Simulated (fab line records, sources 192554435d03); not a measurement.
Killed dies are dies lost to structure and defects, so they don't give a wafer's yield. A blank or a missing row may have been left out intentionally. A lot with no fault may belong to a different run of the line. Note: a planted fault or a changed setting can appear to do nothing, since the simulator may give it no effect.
Which tool was responsible? -- flow n5 finfet -- 24 lots, 72 wafers sampled, at 3 steps of a route of 1938

WHAT THE GAUGES READ, wafer by wafer
N5_DUMMY_GATE_INSPECT_27: inspects for defects (brightfield). Usual: raw defect count 288, standard deviation 71.
lot,measured,on,raw defect count,flag
L074,day 3 00:51,defect inspect-02,224 260 212,
L075,day 3 06:05,defect inspect-02,327 178 269,
L076,day 3 13:29,defect inspect-01,246 333 238,
L077,day 3 20:34,defect inspect-02,225 302 252,
L078,day 3 23:35,defect inspect-02,286 427 373,
L079,day 4 07:15,defect inspect-01,231 239 140,
L080,day 4 11:04,defect inspect-02,442 254 228,
L081,day 4 20:39,defect inspect-02,316 297 178,
L082,day 4 23:14,defect inspect-02,440 367 291,
L083,day 5 07:16,defect inspect-01,272 455 340,
L084,day 5 14:29,defect inspect-01,268 198 336,
L085,day 5 23:01,defect inspect-02,190 160 182,
L086,day 6 00:29,defect inspect-01,266 260 298,
L087,day 6 06:58,defect inspect-02,258 165 187,
L088,day 6 12:23,defect inspect-01,172 168 279,
L089,day 6 18:08,defect inspect-02,289 285 339,
L090,day 7 00:01,defect inspect-02,269 283 208,
L091,day 7 03:55,defect inspect-01,310 233 250,
L092,day 7 12:56,defect inspect-02,282 322 382,
L093,day 7 18:11,defect inspect-02,483 348 310,
L094,day 8 00:18,defect inspect-02,410 412 419,
L095,day 8 06:20,defect inspect-01,356 308 257,
L097,day 8 17:13,defect inspect-01,427 272 337,
L096,day 8 20:12,defect inspect-02,302 272 249,

N5_SD_EPI_N_INSPECT_26: inspects for defects (darkfield). Usual: raw defect count 194, standard deviation 35.
lot,measured,on,raw defect count,flag
L074,day 3 06:31,defect inspect-01,195 193 113,
L075,day 3 12:05,defect inspect-02,181 173 244,
L076,day 3 19:18,defect inspect-01,166 196 174,
L077,day 4 02:19,defect inspect-01,153 193 175,
L078,day 4 06:37,defect inspect-01,176 201 188,
L079,day 4 12:52,defect inspect-01,178 189 146,
L080,day 4 17:51,defect inspect-01,253 178 146,
L081,day 5 02:29,defect inspect-02,210 210 137,
L082,day 5 05:59,defect inspect-01,258 220 148,
L083,day 5 12:20,defect inspect-01,158 261 200,
L084,day 5 19:41,defect inspect-01,221 184 202,
L085,day 6 05:49,defect inspect-01,128 145 170,
L086,day 6 05:35,defect inspect-02,165 191 237,
L087,day 6 11:59,defect inspect-01,180 126 170,
L088,day 6 17:29,defect inspect-02,129 166 220,
L089,day 6 23:26,defect inspect-02,175 163 196,
L090,day 7 05:00,defect inspect-02,224 193 211,
L091,day 7 09:13,defect inspect-02,213 189 175,
L092,day 7 18:01,defect inspect-02,222 221 238,
L093,day 7 23:16,defect inspect-02,230 190 157,
L094,day 8 05:23,defect inspect-02,280 258 267,
L095,day 8 11:56,defect inspect-02,212 201 164,
L097,day 9 00:10,defect inspect-01,233 191 190,
L096,day 9 01:19,defect inspect-01,186 178 184,

WHICH TOOL RAN EACH LOT (tool, then ch and the chambers of the sampled wafers, then the start)
lot,N5_SD_EPI_N_STRIP_38
L074,"plasma asher-02 ch 0,1, day 3 02:37"
L075,"plasma asher-01 ch 0,1, day 3 08:12"
L076,"plasma asher-01 ch 1, day 3 15:24"
L077,"plasma asher-01 ch 0,1, day 3 22:25"
L078,"plasma asher-01 ch 0,1, day 4 01:41"
L079,"plasma asher-01 ch 0,1, day 4 09:11"
L080,"plasma asher-02 ch 0,1, day 4 12:58"
L081,"plasma asher-01 ch 0,1, day 4 23:19"
L082,"plasma asher-01 ch 0,1, day 5 01:06"
L083,"plasma asher-02 ch 0,1, day 5 09:11"
L084,"plasma asher-01 ch 0,1, day 5 16:31"
L085,"plasma asher-01 ch 0,1, day 6 00:54"
L086,"plasma asher-01 ch 0,1, day 6 02:26"
L087,"plasma asher-01 ch 0,1, day 6 08:50"
L088,"plasma asher-02 ch 1, day 6 14:16"
L089,"plasma asher-02 ch 0,1, day 6 20:14"
L090,"plasma asher-01 ch 0,1, day 7 01:50"
L091,"plasma asher-01 ch 0,1, day 7 06:02"
L092,"plasma asher-01 ch 0,1, day 7 14:50"
L093,"plasma asher-01 ch 0,1, day 7 20:04"
L094,"plasma asher-01 ch 0,1, day 8 02:05"
L095,"plasma asher-02 ch 0,1, day 8 08:31"
L097,"plasma asher-02 ch 0,1, day 8 21:00"
L096,"plasma asher-01 ch 0,1, day 8 22:04"
- N5_SD_EPI_N_STRIP_38: strips in N2/H2.

WHAT THE TOOLS THEMSELVES READ (means of the sampled wafers that have a number; where no wafer has one, the mark that the record gives instead)
N5_SD_EPI_N_STRIP_38. Usual: drypump motor current A 5.9 A, standard deviation 0.5; heater power w 348 W, standard deviation 40; oes product au 0.761 a.u., standard deviation 0.012.
lot,tool,drypump motor current A (A),heater power w (W),oes product au (a.u.),flag
L074,plasma asher-02,5.9,306,0.760,
L075,plasma asher-01,6.1,351,0.760,
L076,plasma asher-01,6.4,325,0.775,
L077,plasma asher-01,6.1,352,0.756,
L078,plasma asher-01,5.7,377,0.763,
L079,plasma asher-01,5.7,376,0.760,
L080,plasma asher-02,5.9,308,0.773,
L081,plasma asher-01,5.7,377,0.747,
L082,plasma asher-01,6.0,353,0.752,
L083,plasma asher-02,5.9,309,0.769,
L084,plasma asher-01,5.7,382,0.770,
L085,plasma asher-01,6.1,352,0.771,
L086,plasma asher-01,6.0,351,0.768,
L087,plasma asher-01,6.0,355,0.760,
L088,plasma asher-02,5.4,326,0.760,
L089,plasma asher-02,6.0,311,0.759,
L090,plasma asher-01,6.0,353,0.766,
L091,plasma asher-01,6.0,350,0.772,
L092,plasma asher-01,5.7,371,0.762,
L093,plasma asher-01,6.0,346,0.762,
L094,plasma asher-01,6.0,351,0.755,
L095,plasma asher-02,5.7,315,0.760,
L097,plasma asher-02,5.9,313,0.759,
L096,plasma asher-01,5.7,375,0.764,

THE ANSWER, worked out from the rows above alone
Rule: take the mean of a lot's wafers that have a number; if it is more than 3 standard deviations from the usual mean, the lot is off. Also off: a lot with no number at a reading for which 4 or more lots have one. Any other lot the step has rows for is counted as sound. The gauges are gone through in route order, then the tools' own readings, and for those a lot's mean is taken as printed above. The first step at which some lot is off is used, and at that step the reading that is off furthest; a lot without a number counts as furthest.
Nothing can be told from this: no lot is off at any reading shown.

WHAT WAS PUT IN BY THE SIMULATOR
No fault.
